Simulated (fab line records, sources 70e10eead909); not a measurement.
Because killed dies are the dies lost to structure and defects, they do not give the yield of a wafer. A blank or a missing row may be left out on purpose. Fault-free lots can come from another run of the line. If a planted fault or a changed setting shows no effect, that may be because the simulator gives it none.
A sampling plan put to the test || flow nand-harc || one fab line, 25 faults that these records tell of, each judged on the records of the lots that it struck; 1 more is left out, because the records don't allow judging it
The plan consists of the line's own looks: route steps at which the wafer is read by a gauge or an inspection but not changed. A look can be judged if struck wafers have a number there and the file gives its usual mean and standard deviation on fault-free wafers. Caught: the struck wafers' mean, at a look after the fault's first step, is 4 or more of those standard deviations (sigma) away from the usual mean. On the tool: the same test on the tool's own readings at the fault's steps. If the struck wafers alone have a blank record, or they carry another recipe, that too counts as caught.

THE FAULTS, as the simulator had put them in
1. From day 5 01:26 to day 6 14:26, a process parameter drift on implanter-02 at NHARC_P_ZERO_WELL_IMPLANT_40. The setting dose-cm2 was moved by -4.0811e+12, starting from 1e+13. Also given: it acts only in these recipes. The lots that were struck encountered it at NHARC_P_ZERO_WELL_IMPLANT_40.
2. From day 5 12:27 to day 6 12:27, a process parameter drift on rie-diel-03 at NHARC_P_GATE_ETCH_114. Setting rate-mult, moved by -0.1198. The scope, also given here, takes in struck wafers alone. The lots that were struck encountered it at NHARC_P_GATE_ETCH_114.
3. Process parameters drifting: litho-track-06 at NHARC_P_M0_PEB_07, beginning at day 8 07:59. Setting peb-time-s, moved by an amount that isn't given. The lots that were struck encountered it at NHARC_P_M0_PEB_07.
4. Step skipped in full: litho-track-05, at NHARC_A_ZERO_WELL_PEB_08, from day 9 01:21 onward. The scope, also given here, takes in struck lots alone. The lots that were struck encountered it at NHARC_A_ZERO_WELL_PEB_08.
5. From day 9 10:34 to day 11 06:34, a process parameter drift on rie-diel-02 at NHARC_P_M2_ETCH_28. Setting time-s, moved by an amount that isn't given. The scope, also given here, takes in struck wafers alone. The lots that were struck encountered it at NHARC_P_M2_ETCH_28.
6. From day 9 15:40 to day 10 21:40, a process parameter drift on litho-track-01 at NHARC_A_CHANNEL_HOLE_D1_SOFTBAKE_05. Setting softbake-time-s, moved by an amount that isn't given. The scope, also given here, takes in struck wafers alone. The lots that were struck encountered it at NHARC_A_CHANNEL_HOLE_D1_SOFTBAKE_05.
7. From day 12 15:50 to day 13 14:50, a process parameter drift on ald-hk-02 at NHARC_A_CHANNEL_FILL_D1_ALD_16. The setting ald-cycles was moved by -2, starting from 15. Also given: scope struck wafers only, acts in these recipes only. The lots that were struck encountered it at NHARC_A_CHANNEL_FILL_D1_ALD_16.
8. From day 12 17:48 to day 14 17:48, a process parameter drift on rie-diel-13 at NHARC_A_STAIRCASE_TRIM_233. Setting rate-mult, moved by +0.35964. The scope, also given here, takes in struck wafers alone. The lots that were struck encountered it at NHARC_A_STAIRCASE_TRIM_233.
9. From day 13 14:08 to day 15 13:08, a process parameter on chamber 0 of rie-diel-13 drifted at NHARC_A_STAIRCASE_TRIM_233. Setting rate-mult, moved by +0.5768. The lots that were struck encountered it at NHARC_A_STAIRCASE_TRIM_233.
10. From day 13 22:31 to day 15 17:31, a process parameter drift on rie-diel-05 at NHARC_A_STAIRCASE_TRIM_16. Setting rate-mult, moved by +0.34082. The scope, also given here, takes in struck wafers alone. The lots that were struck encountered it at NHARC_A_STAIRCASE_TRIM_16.
11. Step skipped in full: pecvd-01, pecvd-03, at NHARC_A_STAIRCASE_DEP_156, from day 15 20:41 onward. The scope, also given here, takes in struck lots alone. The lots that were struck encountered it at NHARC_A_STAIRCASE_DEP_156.
12. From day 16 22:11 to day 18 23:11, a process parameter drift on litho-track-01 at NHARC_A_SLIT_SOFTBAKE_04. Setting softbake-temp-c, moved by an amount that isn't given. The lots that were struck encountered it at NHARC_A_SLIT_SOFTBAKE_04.
13. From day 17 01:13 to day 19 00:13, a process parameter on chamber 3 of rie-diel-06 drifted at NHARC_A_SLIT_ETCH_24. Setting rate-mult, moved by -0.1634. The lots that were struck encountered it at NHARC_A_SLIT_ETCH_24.
14. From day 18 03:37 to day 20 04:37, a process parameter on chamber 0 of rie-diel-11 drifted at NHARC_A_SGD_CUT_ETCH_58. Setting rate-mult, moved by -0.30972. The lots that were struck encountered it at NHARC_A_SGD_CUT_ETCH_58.
15. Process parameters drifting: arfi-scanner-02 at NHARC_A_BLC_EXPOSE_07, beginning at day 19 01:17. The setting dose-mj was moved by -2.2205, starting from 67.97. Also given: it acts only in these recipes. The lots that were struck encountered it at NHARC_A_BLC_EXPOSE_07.
16. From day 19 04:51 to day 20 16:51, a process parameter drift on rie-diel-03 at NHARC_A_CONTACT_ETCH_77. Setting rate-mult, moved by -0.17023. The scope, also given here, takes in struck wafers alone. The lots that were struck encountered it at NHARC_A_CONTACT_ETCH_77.
17. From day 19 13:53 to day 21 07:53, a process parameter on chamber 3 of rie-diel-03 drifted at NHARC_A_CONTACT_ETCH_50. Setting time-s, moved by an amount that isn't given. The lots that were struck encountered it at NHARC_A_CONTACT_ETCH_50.
18. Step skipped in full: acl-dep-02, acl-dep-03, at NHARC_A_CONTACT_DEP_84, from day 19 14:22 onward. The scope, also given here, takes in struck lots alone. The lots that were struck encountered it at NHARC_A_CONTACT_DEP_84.
19. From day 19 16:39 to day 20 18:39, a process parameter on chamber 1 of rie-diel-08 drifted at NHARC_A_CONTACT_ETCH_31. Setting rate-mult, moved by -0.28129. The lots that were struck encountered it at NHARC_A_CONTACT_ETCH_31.
20. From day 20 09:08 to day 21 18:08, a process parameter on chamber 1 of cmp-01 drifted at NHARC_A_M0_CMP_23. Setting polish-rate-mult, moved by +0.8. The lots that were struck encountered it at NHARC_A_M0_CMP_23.
21. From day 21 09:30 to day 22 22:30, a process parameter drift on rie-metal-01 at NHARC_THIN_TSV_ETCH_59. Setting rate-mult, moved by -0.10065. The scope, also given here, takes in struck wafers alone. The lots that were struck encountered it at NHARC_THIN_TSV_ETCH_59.
22. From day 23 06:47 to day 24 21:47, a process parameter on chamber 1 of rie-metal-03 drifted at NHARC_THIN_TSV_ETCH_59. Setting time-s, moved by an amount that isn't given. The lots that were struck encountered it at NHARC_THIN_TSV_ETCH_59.
23. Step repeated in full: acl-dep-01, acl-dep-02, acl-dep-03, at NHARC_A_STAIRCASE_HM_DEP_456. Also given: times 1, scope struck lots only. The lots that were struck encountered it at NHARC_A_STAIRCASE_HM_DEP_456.
24. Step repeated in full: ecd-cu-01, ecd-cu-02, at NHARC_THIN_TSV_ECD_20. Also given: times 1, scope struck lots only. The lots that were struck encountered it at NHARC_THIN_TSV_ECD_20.
25. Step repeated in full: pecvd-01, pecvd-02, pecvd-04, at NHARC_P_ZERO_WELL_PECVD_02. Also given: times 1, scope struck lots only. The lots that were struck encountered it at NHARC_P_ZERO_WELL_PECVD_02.

WHAT THE PLAN SAW
{"fault": 1, "on the tool itself": "dose-ions-cm2 -99 or beyond sigma", "first look that catches it": "no look after it can be judged", "reading, sigma": "-", "median hours from its first step to that look": "-", "hours from the fault's start to the first struck lot there": "-", "judged looks passed uncaught": 0}
{"fault": 2, "on the tool itself": "oes-product-au -5.6 sigma", "first look that catches it": "no look after it can be judged", "reading, sigma": "-", "median hours from its first step to that look": "-", "hours from the fault's start to the first struck lot there": "-", "judged looks passed uncaught": 0}
{"fault": 3, "on the tool itself": "heater-power-total-W +8.5 sigma", "first look that catches it": "none of the 2 looks that can be judged after it", "reading, sigma": "-", "median hours from its first step to that look": "-", "hours from the fault's start to the first struck lot there": "-", "judged looks passed uncaught": 2}
{"fault": 4, "on the tool itself": "the tool's record is blank for the struck wafers", "first look that catches it": "no look after it can be judged", "reading, sigma": "-", "median hours from its first step to that look": "-", "hours from the fault's start to the first struck lot there": "-", "judged looks passed uncaught": 0}
{"fault": 5, "on the tool itself": "run-length-s -37 sigma", "first look that catches it": "no look after it can be judged", "reading, sigma": "-", "median hours from its first step to that look": "-", "hours from the fault's start to the first struck lot there": "-", "judged looks passed uncaught": 0}
{"fault": 6, "on the tool itself": "heater-power-total-W +99 or beyond sigma", "first look that catches it": "no look after it can be judged", "reading, sigma": "-", "median hours from its first step to that look": "-", "hours from the fault's start to the first struck lot there": "-", "judged looks passed uncaught": 0}
{"fault": 7, "on the tool itself": "under 2 sigma", "first look that catches it": "no look after it can be judged", "reading, sigma": "-", "median hours from its first step to that look": "-", "hours from the fault's start to the first struck lot there": "-", "judged looks passed uncaught": 0}
{"fault": 8, "on the tool itself": "oes-product-au +13 sigma", "first look that catches it": "NHARC_END_SORT_01", "reading, sigma": "killed-at-array +37", "median hours from its first step to that look": 198.0, "hours from the fault's start to the first struck lot there": 213, "judged looks passed uncaught": 0}
{"fault": 9, "on the tool itself": "oes-product-au +25 sigma", "first look that catches it": "NHARC_END_SORT_01", "reading, sigma": "killed-at-array +58", "median hours from its first step to that look": 191.5, "hours from the fault's start to the first struck lot there": 236, "judged looks passed uncaught": 0}
{"fault": 10, "on the tool itself": "oes-product-au +16 sigma", "first look that catches it": "NHARC_END_SORT_01", "reading, sigma": "killed-at-array +18", "median hours from its first step to that look": 213.2, "hours from the fault's start to the first struck lot there": 216, "judged looks passed uncaught": 0}
{"fault": 11, "on the tool itself": "the tool's record is blank for the struck wafers", "first look that catches it": "NHARC_END_SORT_01", "reading, sigma": "killed-at-array +48", "median hours from its first step to that look": 219.8, "hours from the fault's start to the first struck lot there": 225, "judged looks passed uncaught": 0}
{"fault": 12, "on the tool itself": "heater-power-total-W -37 sigma", "first look that catches it": "no look after it can be judged", "reading, sigma": "-", "median hours from its first step to that look": "-", "hours from the fault's start to the first struck lot there": "-", "judged looks passed uncaught": 0}
{"fault": 13, "on the tool itself": "oes-product-au -5.8 sigma", "first look that catches it": "not the one look that can be judged after it", "reading, sigma": "strongest: killed-at-array at NHARC_END_SORT_01, +2.0", "median hours from its first step to that look": "-", "hours from the fault's start to the first struck lot there": "-", "judged looks passed uncaught": 1}
{"fault": 14, "on the tool itself": "oes-product-au -19 sigma", "first look that catches it": "NHARC_END_SORT_01", "reading, sigma": "killed-dies +57", "median hours from its first step to that look": 140.5, "hours from the fault's start to the first struck lot there": 144, "judged looks passed uncaught": 0}
{"fault": 15, "on the tool itself": "exposure-dose-mJ-cm2 -22 sigma", "first look that catches it": "none of the 2 looks that can be judged after it", "reading, sigma": "-", "median hours from its first step to that look": "-", "hours from the fault's start to the first struck lot there": "-", "judged looks passed uncaught": 2}
{"fault": 16, "on the tool itself": "oes-product-au -4.5 sigma", "first look that catches it": "no look after it can be judged", "reading, sigma": "-", "median hours from its first step to that look": "-", "hours from the fault's start to the first struck lot there": "-", "judged looks passed uncaught": 0}
{"fault": 17, "on the tool itself": "run-length-s -15 sigma", "first look that catches it": "no look after it can be judged", "reading, sigma": "-", "median hours from its first step to that look": "-", "hours from the fault's start to the first struck lot there": "-", "judged looks passed uncaught": 0}
{"fault": 18, "on the tool itself": "the tool's record is blank for the struck wafers", "first look that catches it": "no look after it can be judged", "reading, sigma": "-", "median hours from its first step to that look": "-", "hours from the fault's start to the first struck lot there": "-", "judged looks passed uncaught": 0}
{"fault": 19, "on the tool itself": "oes-product-au -14 sigma", "first look that catches it": "NHARC_END_SORT_01", "reading, sigma": "killed-at-array +58", "median hours from its first step to that look": 67.3, "hours from the fault's start to the first struck lot there": 70, "judged looks passed uncaught": 0}
{"fault": 20, "on the tool itself": "time-to-endpoint-s -4.7 sigma", "first look that catches it": "NHARC_A_M0_THK_MEAS_24", "reading, sigma": "thk-nm -5.8", "median hours from its first step to that look": 0.3, "hours from the fault's start to the first struck lot there": 33, "judged looks passed uncaught": 0}
{"fault": 21, "on the tool itself": "oes-product-au -5.9 sigma", "first look that catches it": "no look after it can be judged", "reading, sigma": "-", "median hours from its first step to that look": "-", "hours from the fault's start to the first struck lot there": "-", "judged looks passed uncaught": 0}
{"fault": 22, "on the tool itself": "run-length-s +26 sigma", "first look that catches it": "no look after it can be judged", "reading, sigma": "-", "median hours from its first step to that look": "-", "hours from the fault's start to the first struck lot there": "-", "judged looks passed uncaught": 0}
{"fault": 23, "on the tool itself": "under 2 sigma", "first look that catches it": "not the one look that can be judged after it", "reading, sigma": "-", "median hours from its first step to that look": "-", "hours from the fault's start to the first struck lot there": "-", "judged looks passed uncaught": 1}
{"fault": 24, "on the tool itself": "no reading that can be judged", "first look that catches it": "not the one look that can be judged after it", "reading, sigma": "-", "median hours from its first step to that look": "-", "hours from the fault's start to the first struck lot there": "-", "judged looks passed uncaught": 1}
{"fault": 25, "on the tool itself": "no reading that can be judged", "first look that catches it": "none of the 2 looks that can be judged after it", "reading, sigma": "-", "median hours from its first step to that look": "-", "hours from the fault's start to the first struck lot there": "-", "judged looks passed uncaught": 2}
A dash: the fault is not caught, or the number is missing from these records.

Caught at a look: 7 of 25. Caught on the tool: 21 of 25. By one or the other: 21 of 25.
On the tool alone, faults 1, 2, 3, 4, 5, 6, 12, 13, 15, 16, 17, 18, 21, 22 were caught.
Caught by neither: faults 7, 23, 24, 25.

THINNER SAMPLING
In the worst case, this is how late the first struck lot would be measured if the look that catches a fault measured only every second or every third lot, by lot number:
{"fault": 8, "struck lots at that look, in order of time": "L397, L401, L399", "every lot": "213 h", "every second lot": "may miss all 3", "every third lot": "237 h"}
{"fault": 9, "struck lots at that look, in order of time": "L203", "every lot": "236 h", "every second lot": "may miss it", "every third lot": "may miss it"}
{"fault": 10, "struck lots at that look, in order of time": "L332, L333, L335", "every lot": "216 h", "every second lot": "242 h", "every third lot": "may miss all 3"}
{"fault": 11, "struck lots at that look, in order of time": "L314, L315", "every lot": "225 h", "every second lot": "234 h", "every third lot": "may miss all 2"}
{"fault": 14, "struck lots at that look, in order of time": "L419", "every lot": "144 h", "every second lot": "may miss it", "every third lot": "may miss it"}
{"fault": 19, "struck lots at that look, in order of time": "L177, L181", "every lot": "70 h", "every second lot": "may miss all 2", "every third lot": "may miss all 2"}
{"fault": 20, "struck lots at that look, in order of time": "L956", "every lot": "33 h", "every second lot": "may miss it", "every third lot": "may miss it"}
Hours are from the fault's start to the first struck lot that is measured. The test against the limit of 4 sigma pooled every struck wafer, which means one lot taken alone may stay below that limit. Other struck lots may not be in these records.

THE LONGEST TIMED WAY FROM STEP TO LOOK
For fault 11, NHARC_A_STAIRCASE_DEP_156 and NHARC_END_SORT_01 are separated by a median of 219.8 hours. No look between them can be judged.
